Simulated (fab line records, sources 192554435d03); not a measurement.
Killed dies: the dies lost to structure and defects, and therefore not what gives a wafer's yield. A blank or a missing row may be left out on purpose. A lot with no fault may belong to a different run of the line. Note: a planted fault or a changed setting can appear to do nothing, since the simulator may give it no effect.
2 desks, one fault || flow n5_finfet || numbers are kept per desk, each desk with only its own; the story behind them comes last

== FOR THE TOOL OWNER'S DESK: epi_rpcvd-03 ==
The tool's own readings at N5_SD_EPI_P_EPI_21 (deposits SiGe:B, time 355 s): means of the sampled wafers that have a number, for each lot that ran on this tool. Any lot whose mean is over 4 standard deviations away from the usual mean is out of limits and marked OUT; that distance is given in the brackets.
Columns: A = susceptor_temp_C at N5_SD_EPI_P_EPI_21, usual 549.93 C
{"lot": "L855", "first seen here": "day 3 11:40", "A": 549.77}
{"lot": "L857", "first seen here": "day 3 23:20", "A": 550.30}
{"lot": "L863", "first seen here": "day 5 08:20", "A": 550.10}
{"lot": "L864", "first seen here": "day 5 13:49", "A": 550.16}
{"lot": "L865", "first seen here": "day 5 18:53", "A": 549.79}
{"lot": "L877", "first seen here": "day 8 20:34", "A": 549.54}
Finding of this desk: none of the 6 lots has anything out of limits.

== AT THE METROLOGY DESK ==
Means of the sampled wafers that have a number, per lot and without regard to the tool the lot ran on: this is what the gauges read. Any lot whose mean is over 4 standard deviations away from the usual mean is out of limits and marked OUT; that distance is given in the brackets. Of its 19 readings 7 are shown: the one that was out of limits first, and those that lie furthest out on some lot.
Columns: A = RS_SD_P at N5_SD_ACTIVATION_RS_MEAS_03, usual 55.9 ohm/sq; B = ION_P at N5_BEOL_M4_RC_MEAS_101, usual 462 uA/um; C = RC_DENSE_P at N5_BEOL_M4_RC_MEAS_101, usual 23.7 ohm.um; D = RC_P at N5_BEOL_M4_RC_MEAS_101, usual 19.3 ohm.um; E = REXT_P at N5_BEOL_M4_RC_MEAS_101, usual 100.5 ohm.um; F = RS_SD_P at N5_BEOL_M4_RC_MEAS_101, usual 65.5 ohm/sq; G = VT_P_LVT at N5_BEOL_M4_RC_MEAS_101, usual -98.3 mV
{"lot": "L855", "first seen here": "day 3 14:08", "A": 55.0, "B": 470, "C": 23.9, "D": 19.5, "E": 98.0, "F": 64.1, "G": -95.2}
{"lot": "L857", "first seen here": "day 4 01:50", "A": 55.4, "B": 477, "C": 23.2, "D": 19.0, "E": 99.5, "F": 65.2, "G": -98.0}
{"lot": "L859", "first seen here": "day 4 11:52", "A": 55.1, "B": 448, "C": 24.3, "D": 19.7, "E": 103.2, "F": 64.8, "G": -104.5}
{"lot": "L863", "first seen here": "day 5 10:28", "A": 55.5, "B": 464, "C": 23.5, "D": 19.2, "E": 101.1, "F": 65.4, "G": -101.2}
{"lot": "L864", "first seen here": "day 5 16:17", "A": "353.4 (+99 or more) OUT", "B": "325 (-17) OUT", "C": "94.1 (+99 or more) OUT", "D": "76.8 (+99 or more) OUT", "E": "395.7 (+99 or more) OUT", "F": "371.2 (+99 or more) OUT", "G": "-116.8 (-6.2) OUT"}
{"lot": "L865", "first seen here": "day 5 21:43", "A": "368.0 (+99 or more) OUT", "B": "308 (-19) OUT", "C": "101.6 (+99 or more) OUT", "D": "82.4 (+99 or more) OUT", "E": "410.8 (+99 or more) OUT", "F": "383.9 (+99 or more) OUT", "G": "-119.5 (-7.1) OUT"}
{"lot": "L866", "first seen here": "day 6 07:44", "A": 55.3, "B": 462, "C": 23.1, "D": 18.9, "E": 98.6, "F": 65.4, "G": -99.9}
{"lot": "L877", "first seen here": "day 8 23:03", "A": 55.2, "B": 467, "C": 24.3, "D": 19.9, "E": 103.7, "F": 64.6, "G": -94.3}
{"lot": "L878", "first seen here": "day 9 04:06", "A": 55.4, "B": 465, "C": 24.2, "D": 19.7, "E": 100.9, "F": 65.5, "G": -96.8}
Per this desk, out of limits: L864, L865; the first was L864, day 5 16:17 (RS_SD_P at N5_SD_ACTIVATION_RS_MEAS_03). Within limits: L855, L857, L859, L863, L866, L877, L878.

== ALL TOGETHER ==
An alarm was possible from the metrology desk at day 5 16:17, on L864, L865.
Nothing out of limits was seen by the tool owner's desk.
The tool owner's desk has L864, L865 on record, within its limits.
Of the lots named, all ran N5_SD_EPI_P_EPI_21 on epi_rpcvd-03.

== WHAT WAS PUT IN BY THE SIMULATOR ==
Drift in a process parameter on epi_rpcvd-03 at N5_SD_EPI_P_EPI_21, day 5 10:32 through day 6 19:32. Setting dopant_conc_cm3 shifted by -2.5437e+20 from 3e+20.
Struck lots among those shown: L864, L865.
Hours from the fault's start to each desk's first reading out of limits: the metrology desk, 6.
